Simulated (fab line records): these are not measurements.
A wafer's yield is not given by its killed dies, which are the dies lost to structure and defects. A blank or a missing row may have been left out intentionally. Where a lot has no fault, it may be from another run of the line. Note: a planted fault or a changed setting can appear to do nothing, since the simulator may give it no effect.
Which tool did it? -- flow nandHarc -- 24 lots with 72 wafers sampled at 5 steps, on a route of 1302 steps

WHAT THE GAUGES READ, wafer by wafer
NHARC_A_M1_INSPECT_27. Usual: rawDefectCount at 562, with a standard deviation of 140.
lot,measured,on,rawDefectCount,flag
L074,day 23 02:53,defectInspect-02,482 365 491,
L075,day 23 10:09,defectInspect-01,399 568 543,
L076,day 23 10:37,defectInspect-02,514 599 509,
L078,day 24 14:59,defectInspect-02,425 484 538,
L077,day 24 17:02,defectInspect-02,696 608 590,
L079,day 25 11:23,defectInspect-01,440 631 583,
L080,day 25 13:17,defectInspect-01,534 486 647,
L081,day 25 15:55,defectInspect-01,527 499 566,
L082,day 26 15:23,defectInspect-01,510 425 360,
L083,day 26 19:17,defectInspect-01,604 767 1286,
L084,day 28 03:10,defectInspect-02,666 503 469,
L085,day 28 04:46,defectInspect-02,354 497 548,
L086,day 28 14:06,defectInspect-01,665 609 828,
L087,day 28 15:06,defectInspect-01,440 514 404,
L089,day 30 04:19,defectInspect-02,667 540 738,
L090,day 30 06:10,defectInspect-01,498 447 628,
L088,day 30 11:14,defectInspect-02,705 310 610,
L093,day 30 16:32,defectInspect-02,633 898 512,
L092,day 30 18:37,defectInspect-02,438 423 481,
L091,day 30 23:08,defectInspect-01,418 448 548,
L094,day 31 13:23,defectInspect-02,546 536 586,
L095,day 31 17:22,defectInspect-02,826 578 566,
L097,day 32 13:16,defectInspect-01,594 581 544,
L096,day 32 14:40,defectInspect-01,574 598 748,

NHARC_A_BONDPAD_THK_MEAS_20: measures by xrf. Usual: thkNm at 169.8 nm, with a standard deviation of 1.4.
lot,measured,on,thkNm (nm),flag
L074,day 23 07:20,filmMetro-01,171.7 171.3 170.4,
L075,day 23 14:40,filmMetro-02,170.1 169.7 168.4,
L076,day 23 15:05,filmMetro-01,169.8 170.1 170.0,
L078,day 24 19:21,filmMetro-01,170.8 169.1 169.6,
L077,day 24 21:31,filmMetro-01,167.9 168.5 168.5,
L079,day 25 16:02,filmMetro-01,168.7 170.3 170.4,
L080,day 25 18:38,filmMetro-01,169.5 166.6 168.7,
L081,day 25 20:25,filmMetro-02,169.5 169.1 171.4,
L082,day 26 19:53,filmMetro-02,170.6 173.9 170.0,
L083,day 26 23:50,filmMetro-02,167.7 169.0 170.5,
L084,day 28 07:40,filmMetro-01,169.9 168.9 170.2,
L085,day 28 09:16,filmMetro-02,170.8 172.1 172.2,
L086,day 28 18:32,filmMetro-01,170.4 171.6 170.4,
L087,day 28 19:36,filmMetro-02,170.8 169.3 168.7,
L089,day 30 08:49,filmMetro-01,169.2 171.5 169.4,
L090,day 30 10:46,filmMetro-01,169.4 169.0 172.6,
L088,day 30 15:40,filmMetro-01,171.4 168.5 169.3,
L093,day 30 21:01,filmMetro-02,168.9 171.8 169.5,
L092,day 30 23:33,filmMetro-01,170.6 167.6 167.2,
L091,day 31 03:38,filmMetro-01,170.4 172.0 170.9,
L094,day 31 17:50,filmMetro-01,170.0 169.9 168.1,
L095,day 31 21:50,filmMetro-01,168.0 167.5 168.5,
L097,day 32 17:38,filmMetro-02,169.8 169.1 169.6,
L096,day 32 19:15,filmMetro-01,170.8 169.4 167.8,

WHICH TOOL RAN EACH LOT (tool, then ch and the chambers of the sampled wafers, then the start)
lot,NHARC_A_M1_ANNEAL_31,NHARC_A_BONDPAD_ETCH_24,NHARC_A_BONDPAD_PRE_CLEAN_26
L074,"rtpAnneal-02 ch 0, day 23 01:45","rieDiel-06 ch 1,3, day 23 07:20 or earlier","pvdSputter-02, day 23 07:20 or earlier"
L075,"rtpAnneal-01 ch 0, day 23 09:23","rieDiel-08 ch 0,2,3, day 23 14:40 or earlier","pvdSputter-03, day 23 14:40 or earlier"
L076,"rtpAnneal-01 ch 0, day 23 09:57","rieDiel-08 ch 0,1, day 23 15:05 or earlier","pvdSputter-01, day 23 15:05 or earlier"
L078,"rtpAnneal-02 ch 0, day 24 14:10","rieDiel-08 ch 0,3, day 24 19:21 or earlier","pvdSputter-03, day 24 19:21 or earlier"
L077,"rtpAnneal-02 ch 0, day 24 16:16","rieDiel-08 ch 0,1,2, day 24 21:31 or earlier","pvdSputter-01, day 24 21:31 or earlier"
L079,"rtpAnneal-01 ch 0, day 25 10:35","rieDiel-01 ch 1,2,3, day 25 16:02 or earlier","pvdSputter-03, day 25 16:02 or earlier"
L080,"rtpAnneal-01 ch 0, day 25 12:34","rieDiel-08 ch 1,2, day 25 18:38 or earlier","pvdSputter-03, day 25 18:38 or earlier"
L081,"rtpAnneal-01 ch 0, day 25 14:44","rieDiel-08 ch 0,1, day 25 20:25 or earlier","pvdSputter-02, day 25 20:25 or earlier"
L082,"rtpAnneal-02 ch 0, day 26 14:35","rieDiel-08 ch 2,3, day 26 19:53 or earlier","pvdSputter-02, day 26 19:53 or earlier"
L083,"rtpAnneal-02 ch 0, day 26 18:28","rieDiel-01 ch 0,1,3, day 26 23:50 or earlier","pvdSputter-01, day 26 23:50 or earlier"
L084,"rtpAnneal-02 ch 0, day 28 02:21","rieDiel-08 ch 1,2,3, day 28 07:40 or earlier","pvdSputter-03, day 28 07:40 or earlier"
L085,"rtpAnneal-02 ch 0, day 28 03:56","rieDiel-06 ch 0,3, day 28 09:16 or earlier","pvdSputter-03, day 28 09:16 or earlier"
L086,"rtpAnneal-01 ch 0, day 28 13:20","rieDiel-01 ch 0,1,3, day 28 18:32 or earlier","pvdSputter-03, day 28 18:32 or earlier"
L087,"rtpAnneal-02 ch 0, day 28 14:16","rieDiel-08 ch 1,2, day 28 19:36 or earlier","pvdSputter-01, day 28 19:36 or earlier"
L089,"rtpAnneal-02 ch 0, day 30 03:31","rieDiel-06 ch 0,1,3, day 30 08:49 or earlier","pvdSputter-03, day 30 08:49 or earlier"
L090,"rtpAnneal-02 ch 0, day 30 05:23","rieDiel-08 ch 0,2, day 30 10:46 or earlier","pvdSputter-01, day 30 10:46 or earlier"
L088,"rtpAnneal-02 ch 0, day 30 10:25","rieDiel-08 ch 0,2,3, day 30 13:50","pvdSputter-01, day 30 15:40 or earlier"
L093,"rtpAnneal-01 ch 0, day 30 15:41","rieDiel-06 ch 0,2, day 30 21:01 or earlier","pvdSputter-02, day 30 21:01 or earlier"
L092,"rtpAnneal-01 ch 0, day 30 17:51","rieDiel-06 ch 0,1,3, day 30 23:33 or earlier","pvdSputter-02, day 30 23:33 or earlier"
L091,"rtpAnneal-01 ch 0, day 30 22:28","rieDiel-08 ch 0,2,3, day 31 03:38 or earlier","pvdSputter-03, day 31 03:38 or earlier"
L094,"rtpAnneal-02 ch 0, day 31 12:37","rieDiel-06 ch 0,2, day 31 17:50 or earlier","pvdSputter-02, day 31 17:50 or earlier"
L095,"rtpAnneal-01 ch 0, day 31 16:33","rieDiel-06 ch 0,2, day 31 21:50 or earlier","pvdSputter-02, day 31 21:50 or earlier"
L097,"rtpAnneal-02 ch 0, day 32 12:27","rieDiel-01 ch 1,2,3, day 32 17:38 or earlier","pvdSputter-02, day 32 17:38 or earlier"
L096,"rtpAnneal-01 ch 0, day 32 13:55","rieDiel-06 ch 0,2,3, day 32 19:15 or earlier","pvdSputter-03, day 32 19:15 or earlier"
- NHARC_A_M1_ANNEAL_31: time 90 s.
- NHARC_A_BONDPAD_ETCH_24: etches the open film in CF4/N2, target depth 30 nm, time 72.99 s.
- NHARC_A_BONDPAD_PRE_CLEAN_26: time 30 s.

AS READ BY THE TOOLS THEMSELVES (means over the sampled wafers that have a number; for cases with no such wafer, the mark the record gives instead)
NHARC_A_M1_ANNEAL_31. Usual: wafer_temp_C_max at 226.15, with a standard deviation of 0.27.
lot,tool,wafer_temp_C_max,flag
L074,rtpAnneal-02,226.42,
L075,rtpAnneal-01,226.19,
L076,rtpAnneal-01,226.05,
L078,rtpAnneal-02,226.21,
L077,rtpAnneal-02,226.23,
L079,rtpAnneal-01,226.13,
L080,rtpAnneal-01,225.94,
L081,rtpAnneal-01,225.94,
L082,rtpAnneal-02,226.22,
L083,rtpAnneal-02,225.87,
L084,rtpAnneal-02,226.19,
L085,rtpAnneal-02,226.03,
L086,rtpAnneal-01,226.00,
L087,rtpAnneal-02,226.50,
L089,rtpAnneal-02,226.50,
L090,rtpAnneal-02,226.15,
L088,rtpAnneal-02,226.02,
L093,rtpAnneal-01,225.87,
L092,rtpAnneal-01,225.87,
L091,rtpAnneal-01,225.88,
L094,rtpAnneal-02,226.35,
L095,rtpAnneal-01,226.13,
L097,rtpAnneal-02,226.22,
L096,rtpAnneal-01,226.57,

NHARC_A_BONDPAD_ETCH_24. Usual: drypumpMotorCurrentA 6.0 A, standard deviation 0.4; mfcArSccm 150.0 sccm, standard deviation 0.47; oesProductAu 0.995 a.u., standard deviation 0.01; rfVppV 312.8 V, standard deviation 1.3; showerheadPlenumPTorr 2.55 Torr, standard deviation 0.055; throttleValvePct 19.795 %, standard deviation 0.009.
lot,tool,drypumpMotorCurrentA (A),mfcArSccm (sccm),oesProductAu (a.u.),rfVppV (V),showerheadPlenumPTorr (Torr),throttleValvePct (%),flag
L074,rieDiel-06,5.7,149.8,1.006,312.4,2.52,19.791,
L075,rieDiel-08,5.9,150.1,0.997,313.0,2.56,19.791,
L076,rieDiel-08,6.3,149.5,0.993,312.3,2.57,19.797,
L078,rieDiel-08,5.9,150.5,0.990,313.1,2.56,19.796,
L077,rieDiel-08,6.0,150.0,0.987,313.8,2.55,19.802,
L079,rieDiel-01,5.8,149.9,0.996,313.2,2.59,19.795,
L080,rieDiel-08,6.3,150.3,0.984,313.2,2.57,19.794,
L081,rieDiel-08,6.0,150.0,0.997,312.8,2.55,19.786,
L082,rieDiel-08,6.2,150.0,0.994,313.8,2.57,19.794,
L083,rieDiel-01,5.7,149.7,1.005,314.0,2.60,19.790,
L084,rieDiel-08,6.3,149.9,0.994,312.9,2.57,19.797,
L085,rieDiel-06,6.0,150.2,1.004,312.6,2.52,19.795,
L086,rieDiel-01,5.7,149.9,1.001,314.4,2.59,19.793,
L087,rieDiel-08,6.0,150.3,0.989,312.6,2.54,19.790,
L089,rieDiel-06,5.9,149.9,0.994,311.2,2.49,19.802,
L090,rieDiel-08,5.6,150.4,0.997,311.9,2.53,19.801,
L088,rieDiel-08,5.9,149.8,0.996,311.8,2.55,19.799,
L093,rieDiel-06,6.1,150.2,0.996,311.6,2.50,19.792,
L092,rieDiel-06,5.9,150.5,0.990,312.1,2.49,19.785,
L091,rieDiel-08,5.9,150.2,0.993,312.1,2.55,19.791,
L094,rieDiel-06,6.1,149.9,0.990,311.8,2.50,19.802,
L095,rieDiel-06,6.0,150.1,0.996,311.8,2.52,19.789,
L097,rieDiel-01,5.7,150.5,0.998,312.5,2.57,19.795,
L096,rieDiel-06,6.0,150.3,0.996,312.6,2.52,19.798,

NHARC_A_BONDPAD_PRE_CLEAN_26. Usual: heaterPowerW at 408 W, with a standard deviation of 35.
lot,tool,heaterPowerW (W),flag
L074,pvdSputter-02,439,
L075,pvdSputter-03,420,
L076,pvdSputter-01,411,
L078,pvdSputter-03,392,
L077,pvdSputter-01,377,
L079,pvdSputter-03,426,
L080,pvdSputter-03,396,
L081,pvdSputter-02,433,
L082,pvdSputter-02,427,
L083,pvdSputter-01,438,
L084,pvdSputter-03,398,
L085,pvdSputter-03,419,
L086,pvdSputter-03,424,
L087,pvdSputter-01,424,
L089,pvdSputter-03,404,
L090,pvdSputter-01,393,
L088,pvdSputter-01,386,
L093,pvdSputter-02,427,
L092,pvdSputter-02,427,
L091,pvdSputter-03,402,
L094,pvdSputter-02,411,
L095,pvdSputter-02,393,
L097,pvdSputter-02,401,
L096,pvdSputter-03,427,

THE ANSWER, worked out from the rows above alone
Rule: take the mean of a lot's wafers that have a number; if it is more than 3 standard deviations from the usual mean, the lot is off. Also off: a lot with no number at a reading for which 4 or more lots have one. All remaining lots with rows at the step are treated as sound. First the gauges in route order, then the tools' own readings, where a lot's mean is used as printed above. At the first step where some lot is off, the reading lying furthest off is the one used; lots without a number count as furthest.
Nothing can be told from this: no lot is off at any reading shown.

WHAT WAS PUT IN BY THE SIMULATOR
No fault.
